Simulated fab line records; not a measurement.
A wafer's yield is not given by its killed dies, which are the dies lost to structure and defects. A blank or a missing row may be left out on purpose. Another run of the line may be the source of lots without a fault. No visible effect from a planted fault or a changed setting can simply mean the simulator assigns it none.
Which tool was responsible? | flow nand_harc | 30 wafers from 10 lots sampled at 5 of the route's 1302 steps

## WHAT EACH GAUGE READ, for each wafer
NHARC_END_SORT_01.
lot  | measured     | on        | defect_limited_yield (%)
L356 | day 30 02:23 | prober-02 | 94.5 92.2 94.1

## EACH LOT AND THE TOOL THAT RAN IT (in order: tool; ch and the chambers of the sampled wafers; start)
lot  | NHARC_P_M1_DESCUM_14               | NHARC_P_M1_STRIP_18                | NHARC_P_M1_DEGAS_29          | NHARC_P_M2_ETCH_28
L342 | rie_diel-07 ch 1,2,3, day 6 06:59  | rie_diel-11 ch 0,1, day 6 07:21    | pvd_sputter-03, day 6 07:59  | rie_diel-04 ch 0,1, day 6 11:44
L343 | rie_diel-07 ch 0,1,3, day 6 17:29  | rie_diel-08 ch 0,1,3, day 6 17:52  | pvd_sputter-02, day 6 18:34  | rie_diel-09 ch 1,3, day 6 22:47
L346 | rie_diel-07 ch 2,3, day 8 10:20    | rie_diel-08 ch 1,2, day 8 10:43    | pvd_sputter-01, day 8 11:22  | rie_diel-01 ch 0,1,3, day 8 15:14
L348 | rie_diel-11 ch 0,1, day 9 02:20    | rie_diel-11 ch 0,1, day 9 02:44    | pvd_sputter-02, day 9 06:30  | rie_diel-09 ch 1,2,3, day 9 10:09
L357 | rie_diel-08 ch 0,1,2, day 12 07:55 | rie_diel-07 ch 2,3, day 12 08:16   | pvd_sputter-03, day 12 08:56 | rie_diel-09 ch 2,3, day 12 12:39
L356 | rie_diel-08 ch 0,1, day 12 09:02   | rie_diel-07 ch 1,2,3, day 12 09:56 | pvd_sputter-02, day 12 10:37 | rie_diel-09 ch 0,1,2, day 12 14:30
L360 | rie_diel-08 ch 0,2, day 13 17:37   | rie_diel-07 ch 0,2,3, day 13 18:01 | pvd_sputter-02, day 13 18:38 | rie_diel-01 ch 0,1, day 13 22:51
L362 | rie_diel-07 ch 0,1,3, day 14 22:07 | rie_diel-08 ch 0,1,3, day 14 22:29 | pvd_sputter-03, day 14 23:08 | rie_diel-01 ch 0,2,3, day 15 02:53
L364 | rie_diel-07 ch 1,3, day 15 14:20   | rie_diel-08 ch 0,2, day 15 14:43   | pvd_sputter-02, day 15 15:22 | rie_diel-01 ch 1,2,3, day 15 19:09
L365 | rie_diel-07 ch 0,1,3, day 15 23:35 | rie_diel-07 ch 1,3, day 15 23:58   | pvd_sputter-03, day 16 00:35 | rie_diel-04 ch 1,3, day 16 04:20
- NHARC_P_M1_DESCUM_14: chemistry O2, time 3 s.
- NHARC_P_M1_STRIP_18: strips in N2/H2.
- NHARC_P_M1_DEGAS_29: time 60 s.
- NHARC_P_M2_ETCH_28: etches the open film in CF4/N2, target depth 30 nm, time 72.99 s.

## THE ANSWER, worked out from the rows above alone
Rule: usual is defined by the lots themselves. The widest of any qualifying gaps counts: lots, ordered by their means at a reading, are off when they make up no more than a third of the lots, leave a main group of 4 or more, and stand apart from it by 3 or more times the standard deviation of that group's means. If all means in a main group match to the digits the tables above print for the reading, that group is not used. Also off: a lot with no number at a reading for which 4 or more lots have one. The other lots that the step has rows for count as sound.
None of the lots is off at any reading shown; this tells nothing.

## WHAT THE SIMULATOR HAD INSERTED
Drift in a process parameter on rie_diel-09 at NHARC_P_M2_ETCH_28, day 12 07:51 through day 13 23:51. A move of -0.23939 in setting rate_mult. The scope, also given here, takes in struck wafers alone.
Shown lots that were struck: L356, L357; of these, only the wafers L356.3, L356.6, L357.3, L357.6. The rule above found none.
